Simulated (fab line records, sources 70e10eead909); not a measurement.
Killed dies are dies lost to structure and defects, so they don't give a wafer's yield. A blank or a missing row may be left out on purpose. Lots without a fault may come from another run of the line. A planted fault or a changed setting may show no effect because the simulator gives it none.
fab line records | flow nand_harc
record lots=7 wafers=21 last_day=33
route steps=1302 shown P_START@1 P_ZERO_WELL@2 END@1302
lots that met no fault: from a run of the same line without faults
start_h: hours from the record's first day to the start of the lot's first wafer shown | wait_h: hours since the lot's step before | " the same as in the row above | L1.1+2: a row that stands for several wafers | - no value, or no start given | * or withheld: withheld | < > ~ a bound
route shown NAME@n: a module of which the file shows steps, and the number in the route of the first | usual: mean/standard deviation of fault-free wafers | same: alike in all rows | chamber/n: place in a boat | sites: the reading at each site | _std_site: their standard deviation | _edge_site: outer sites' mean less inner sites' | radius_mm: how far each site lies from the wafer's centre | mask NAME#n: copy n | behind: the tool/chamber that last shaped the wafer | hold: why the lot was held/for how many hours/how that ended | device: the transistor (n, p or np) that didn't switch | end of line: the same wafers' tests at the end of the route | a step without rows: its recipe alone | killed: dies lost to structure and defects at the first sort, not the wafer's yield | map: a wafer's dies, x killed, . not, _ none there
set.NAME: the setting as run; set.NAME@STEP: as run at that earlier step | model.NAME: the simulator's own value behind a step, which no gauge read
lots at some steps of the route; a table a step, a row a wafer
services: from which hour (start_h, from the record's first day; less than 0 if before it) a tool's chamber was out of use, for how many hours, and why
## steps
# step NHARC_P_START_INSPECT_01
# usual raw_defect_count=3.6/2.1
# columns lot.wafer tool chamber start_h wait_h raw_defect_count
L724.1 defect_inspect-01 - 70.04 - 6
L724.2 " - " " 3
L724.4 " - " " 6
L728.2 defect_inspect-02 - 110.04 - 2
L728.3 " - " " 6
L728.6 " - " " 2
L733.1 defect_inspect-01 - 160.03 - 2
L733.2 " - " " 2
L733.5 " - " " 4
L734.1 defect_inspect-01 - 170.04 - 4
L734.2 " - " " 3
L734.4 " - " " 1
L735.4 defect_inspect-02 - 180.04 - 1
L735.5 " - " " 4
L735.6 " - " " 0
L741.2 defect_inspect-02 - 240.05 - 7
L741.4 " - " " 4
L741.6 " - " " 3
L742.1 defect_inspect-01 - 250.04 - 1
L742.5 " - " " 6
L742.6 " - " " 0
# step NHARC_P_ZERO_WELL_PRECLEAN_00
# recipe time_s=600 temp_c=120 chemistry=SPM
# step NHARC_P_ZERO_WELL_SRD_01
# step NHARC_P_ZERO_WELL_PECVD_02
# recipe target_thk_a=100 temp_c=400 pressure_torr=6.5 rf_w=withheld teos_flow_sccm=withheld flow_sccm=2650 target_thk_nm=10 gas=O2 material=SiO2
# usual chamber_pressure_Torr=6.502/0.015
# columns lot.wafer tool chamber start_h wait_h chamber_pressure_Torr since_wet_clean_h
L724.1 pecvd-03 0 70.45 - 6.487 53
L724.2 " 2 " " 6.506 53
L724.4 " 1 " " 6.504 -
L728.2 pecvd-02 1 110.44 - 6.492 51
L728.3 " 0 " " 6.488 51
L728.6 " 2 " " 6.509 -
L733.1 pecvd-02 0 160.44 - - -
L733.2 " 2 " " - -
L733.5 " 1 " " - -
L734.1 pecvd-02 1 170.44 - - -
L734.2 " 0 " " - -
L734.4 " 1 " " - -
L735.4 pecvd-04 0 180.56 - - -
L735.6 " 0 " " - -
L735.5 " 2 " " - -
L741.2 pecvd-02 2 240.49 - 6.481 0
L741.6 " 1 " " 6.496 -
L741.4 " 2 " " 6.527 -
L742.1 pecvd-03 1 250.45 - 6.507 52
L742.6 " 1 " " 6.507 -
L742.5 " 0 " " 6.523 -
# step NHARC_P_ZERO_WELL_DEHYDRATE_03
# recipe temp_c=150 time_s=120
# step NHARC_END_SORT_01
# recipe temp_c=25
# usual killed_at_array=55/22 killed_at_other=0.9/1.2 killed_at_periphery=3.6/2.3 killed_dies=60/22 killed_open=3.2/1.9 killed_short=2.5/1.6
# same gross_dies=677
# columns lot.wafer tool chamber start_h wait_h killed_at_array killed_at_other killed_at_periphery killed_dies killed_open killed_short
L724.1 prober-02 0 615.98 2.5 105 1 1 107 2 2
L724.2 prober-02 0 616.76 2.8 109 2 5 116 3 7
L724.4 prober-02 0 618.33 3.4 94 2 3 99 3 3
L734.1 prober-02 0 703.25 2.5 73 0 4 77 0 2
L734.2 prober-02 0 704.06 2.8 71 1 11 83 2 3
L734.4 prober-02 0 705.66 3.4 74 0 6 80 2 1
L735.4 prober-01 0 736.45 3.4 68 4 3 75 5 2
L735.5 prober-01 0 737.27 3.8 38 3 4 45 5 2
L735.6 prober-01 0 738.08 4.1 78 4 0 82 2 3
L742.1 prober-01 0 793.92 2.5 43 2 1 46 5 3
L742.5 prober-01 0 797.10 3.7 36 1 2 39 5 1
L742.6 prober-01 0 797.89 4.0 43 1 7 51 1 1
# killed by level:class
L724.1 A_CHANNEL_HOLE_D2:chamber_film_flake=41 A_CHANNEL_HOLE_D1:chamber_film_flake=30 A_SLIT:chamber_film_flake=21 A_CONTACT:chamber_film_flake=8 A_CHANNEL_HOLE_D2:geometric_particle:open=2 A_CHANNEL_FILL_D2:geometric_particle:short=1 A_SGD_CUT:geometric_particle:short=1 P_M0:chamber_film_flake=1
L724.2 A_CHANNEL_HOLE_D2:chamber_film_flake=35 A_SLIT:chamber_film_flake=33 A_CHANNEL_HOLE_D1:chamber_film_flake=22 A_CONTACT:chamber_film_flake=9 A_SGD_CUT:geometric_particle:short=2 P_ZERO_WELL:chamber_film_flake=2 THIN_TSV:chamber_film_flake=2 P_CONTACT:geometric_particle:open=1
L724.4 A_SLIT:chamber_film_flake=35 A_CHANNEL_HOLE_D1:chamber_film_flake=27 A_CHANNEL_HOLE_D2:chamber_film_flake=21 A_CONTACT:chamber_film_flake=4 A_ONON_D1:geometric_particle:open=2 A_WL_FILL:geometric_particle:short=2 THIN_TSV:chamber_film_flake=2 P_M0:geometric_particle:open=1
L734.1 A_CHANNEL_HOLE_D1:chamber_film_flake=33 A_SLIT:chamber_film_flake=29 A_STAIRCASE:chamber_film_flake=5 P_CONTACT:chamber_film_flake=3 A_CONTACT:chamber_film_flake=3 P_CONTACT:geometric_particle:short=1 A_WL_FILL:geometric_particle:short=1 A_CHANNEL_FILL_D2:chamber_film_flake=1
L734.2 A_CHANNEL_HOLE_D1:chamber_film_flake=34 A_SLIT:chamber_film_flake=22 P_CONTACT:chamber_film_flake=8 A_STAIRCASE:chamber_film_flake=5 A_CHANNEL_FILL_D2:chamber_film_flake=2 A_DECK1_JOINT:chamber_film_flake=2 A_CONTACT:chamber_film_flake=2 P_GATE:geometric_particle:open=1
L734.4 A_SLIT:chamber_film_flake=34 A_CHANNEL_HOLE_D1:chamber_film_flake=30 P_BONDPAD:chamber_film_flake=3 A_CONTACT:chamber_film_flake=3 P_CONTACT:chamber_film_flake=2 A_STAIRCASE:chamber_film_flake=2 P_CONTACT:geometric_particle:short=1 A_ONON_D1:geometric_particle:open=1
L735.4 A_CHANNEL_HOLE_D2:chamber_film_flake=24 A_SLIT:chamber_film_flake=18 A_CHANNEL_HOLE_D1:chamber_film_flake=9 A_CONTACT:chamber_film_flake=5 A_STAIRCASE:chamber_film_flake=4 THIN_TSV:chamber_film_flake=4 P_STI:chamber_film_flake=3 A_WL_FILL:geometric_particle:open=2
L735.5 A_SLIT:chamber_film_flake=10 A_CHANNEL_HOLE_D2:chamber_film_flake=7 A_CHANNEL_HOLE_D1:chamber_film_flake=6 A_CONTACT:chamber_film_flake=5 A_STAIRCASE:chamber_film_flake=3 THIN_TSV:chamber_film_flake=3 P_CONTACT:geometric_particle:open=2 A_M0:geometric_particle:open=2
L735.6 A_SLIT:chamber_film_flake=34 A_CHANNEL_HOLE_D2:chamber_film_flake=15 A_CONTACT:chamber_film_flake=9 A_CHANNEL_HOLE_D1:chamber_film_flake=7 A_STAIRCASE:chamber_film_flake=6 THIN_TSV:chamber_film_flake=4 A_WL_FILL:chamber_film_flake=2 A_ONON_D1:geometric_particle:short=1
L742.1 A_SLIT:chamber_film_flake=19 A_CONTACT:chamber_film_flake=13 A_CHANNEL_HOLE_D1:chamber_film_flake=2 THIN_TSV:chamber_film_flake=2 P_CONTACT:geometric_particle:short=1 A_DECK1_JOINT:geometric_particle:open=1 A_CHANNEL_HOLE_D2:geometric_particle:open=1 A_SGD_CUT:geometric_particle:short=1
L742.5 A_SLIT:chamber_film_flake=18 A_CONTACT:chamber_film_flake=7 A_CHANNEL_HOLE_D1:chamber_film_flake=2 A_CHANNEL_HOLE_D2:chamber_film_flake=2 A_M0:geometric_particle:short=1 A_ONON_D1:geometric_particle:open=1 A_CHANNEL_HOLE_D1:geometric_particle:open=1 A_DECK1_JOINT:geometric_particle:open=1
L742.6 A_SLIT:chamber_film_flake=29 A_CONTACT:chamber_film_flake=7 P_GATE:chamber_film_flake=3 A_DECK1_JOINT:chamber_film_flake=3 P_CONTACT:chamber_film_flake=2 A_CHANNEL_HOLE_D1:chamber_film_flake=2 P_CONTACT:geometric_particle:open=1 A_WL_FILL:geometric_particle:short=1
## services
# columns tool chamber start_h hours kind
pecvd-02 0 59.18 - clean
pecvd-02 1 59.18 - clean
pecvd-02 2 59.18 - clean
pecvd-04 - 88.03 13.0 pm
pecvd-04 0 88.03 13.0 vent_cycle
pecvd-04 1 88.03 13.0 vent_cycle
pecvd-02 - 93.28 1.2 repair
pecvd-03 - 103.86 2.3 repair
pecvd-03 - 159.48 3.8 repair
pecvd-04 - 172.68 0.6 repair
pecvd-03 - 185.19 13.0 pm
pecvd-03 0 185.19 13.0 vent_cycle
pecvd-03 1 185.19 13.0 vent_cycle
pecvd-03 2 185.19 13.0 vent_cycle
pecvd-03 0 198.19 - clean
pecvd-03 1 198.19 - clean
pecvd-03 2 198.19 - clean
pecvd-02 - 227.18 13.0 pm
pecvd-02 0 227.18 13.0 vent_cycle
pecvd-02 1 227.18 13.0 vent_cycle
pecvd-02 2 227.18 13.0 vent_cycle
pecvd-02 0 240.18 - clean
pecvd-02 1 240.18 - clean
pecvd-02 2 240.18 - clean
## key
first_sign step=NHARC_P_ZERO_WELL_PECVD_02 reading=tool_record direction=missing
effect none on later readings
met_at NHARC_P_ZERO_WELL_PECVD_02
struck_wafers L733.1,L733.2,L733.5,L734.1,L734.2,L734.4,L735.4,L735.5,L735.6
tester_left_out L733,L734,L735
onset_between 110.44 160.44
fault kind=skipped_step_whole tool=pecvd-02,pecvd-04 chamber=- onset_h=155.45 steps=NHARC_P_ZERO_WELL_PECVD_02 scope=struck_lots_only
# tester_left_out: of these lots the tester's yield and bins aren't shown, on N5 and GAA mostly nor the transistor test; their killed dies are dies lost to structure and defects alone, not to doping, threshold or leakage, so they don't give the yield
